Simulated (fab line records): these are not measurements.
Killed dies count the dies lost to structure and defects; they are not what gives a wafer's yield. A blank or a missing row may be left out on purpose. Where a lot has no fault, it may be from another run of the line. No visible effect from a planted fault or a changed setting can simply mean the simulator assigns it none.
Split-lot experiment    flow n5 finfet    on a route of 1938 steps: 7 lots, 39 wafers read

ON THE SPLIT
At N5_MOL_CONTACT_COAG_ETCH_105 (etches SiARC in CF4, target depth 15.6 nm, time 26 s), the setting bias w was moved away from the recipe's 36 W on 6 of the 39 wafers read, by -15.0% to +5.5%. The other wafers ran this setting at the recipe's value.

The split's own step is where the reading is taken.

THE READING
rf vpp V, in V, at N5_MOL_CONTACT_COAG_ETCH_105 (etches SiARC in CF4, target depth 15.6 nm, time 26 s). Fault-free wafers of this fab line usually give 184.6 V, standard deviation 1.1 V.

wafer   tool, chamber at the split  bias w as run, W  against the recipe  rf vpp V, V  against lot-mates on the recipe
L074.1  rie diel-02, 2              36                recipe              184.2        -
L074.2  rie diel-02, 3              36                recipe              183.1        -
L074.3  rie diel-02, 1              36                recipe              184.1        -
L074.4  rie diel-02, 0              36                recipe              183.6        -
L074.5  rie diel-02, 1              36                recipe              184.2        -
L074.6  rie diel-02, 0              36                recipe              184.0        -
L075.1  rie diel-05, 3              30.61             -15.0%              165.2        -20.2
L075.2  rie diel-05, 0              36                recipe              184.9        -
L075.3  rie diel-05, 2              30.61             -15.0%              167.1        -18.3
L075.4  rie diel-05, 1              36                recipe              184.4        -
L075.5  rie diel-05, 0              36                recipe              186.8        -
L075.6  rie diel-05, 3              30.61             -15.0%              166.0        -19.4
L078.2  rie diel-02, 0              36                recipe              184.2        -
L078.5  rie diel-02, 0              36                recipe              185.0        -
L078.6  rie diel-02, 1              36                recipe              184.7        -
L082.1  rie diel-02, 0              36                recipe              185.0        -
L082.2  rie diel-02, 1              37.98             +5.5%               191.5        +7.6
L082.3  rie diel-02, 2              37.98             +5.5%               190.4        +6.5
L082.4  rie diel-02, 0              37.98             +5.5%               192.1        +8.2
L082.5  rie diel-02, 2              36                recipe              182.3        -
L082.6  rie diel-02, 1              36                recipe              184.4        -
L086.1  rie diel-02, 2              36                recipe              184.1        -
L086.2  rie diel-02, 3              36                recipe              183.8        -
L086.3  rie diel-02, 0              36                recipe              184.9        -
L086.4  rie diel-02, 2              36                recipe              183.9        -
L086.5  rie diel-02, 0              36                recipe              184.9        -
L086.6  rie diel-02, 3              36                recipe              183.2        -
L087.1  rie diel-05, 2              36                recipe              184.4        -
L087.2  rie diel-05, 0              36                recipe              184.5        -
L087.3  rie diel-05, 3              36                recipe              186.5        -
L087.4  rie diel-05, 3              36                recipe              183.2        -
L087.5  rie diel-05, 0              36                recipe              185.5        -
L087.6  rie diel-05, 2              36                recipe              184.6        -
L096.1  rie diel-04, 3              36                recipe              185.9        -
L096.2  rie diel-04, 1              36                recipe              183.1        -
L096.3  rie diel-04, 2              36                recipe              186.2        -
L096.4  rie diel-04, 0              36                recipe              183.4        -
L096.5  rie diel-04, 1              36                recipe              185.4        -
L096.6  rie diel-04, 0              36                recipe              182.7        -

THE FIT
A straight line over all 39 wafers: rf vpp V changes by +1.23 V for each +1% of bias w; r = +0.98; the points scatter about the line by 1 V.
The same after taking each lot's own level away (the mean of its wafers on the recipe; 39 wafers): +1.3 V for each +1%; r = +0.99; scatter 0.94 V.
According to that fit, moving bias w by its largest amount changes the reading by 19 V.
From 183.87 to 185.37 V: that is the span of the lots' own levels, equal to 1.4 times the standard deviation above.
The two slopes agree, so the slope changes little with the lot-to-lot level.
Check: for one of the wafers moved furthest among these (-15.0%), held out of the fit, the line's prediction against its lot-mates is -19 V. Against them it came out at -20.2 V.
Tool readings at the split's step, against how far the setting was moved: rf vpp V r = +0.98.

THESE WAFERS: OTHER SPLITS
Note: prior to the reading, these wafers also went through further splits. Each is held against what the fit with the lots' levels taken away leaves over:
other split on the same wafers  wafers away from the commonest value  r with rf vpp V (lot level and that fit taken away)
N5_WELL_APT_EXPOSE_22 dose mj   18                                    +0.10
N5_DUMMY_GATE_ETCH_37 source w  12                                    -0.17

FILE'S OWN FIT
rf vpp V changes by +1.3 V for each +1% of bias w, r = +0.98.
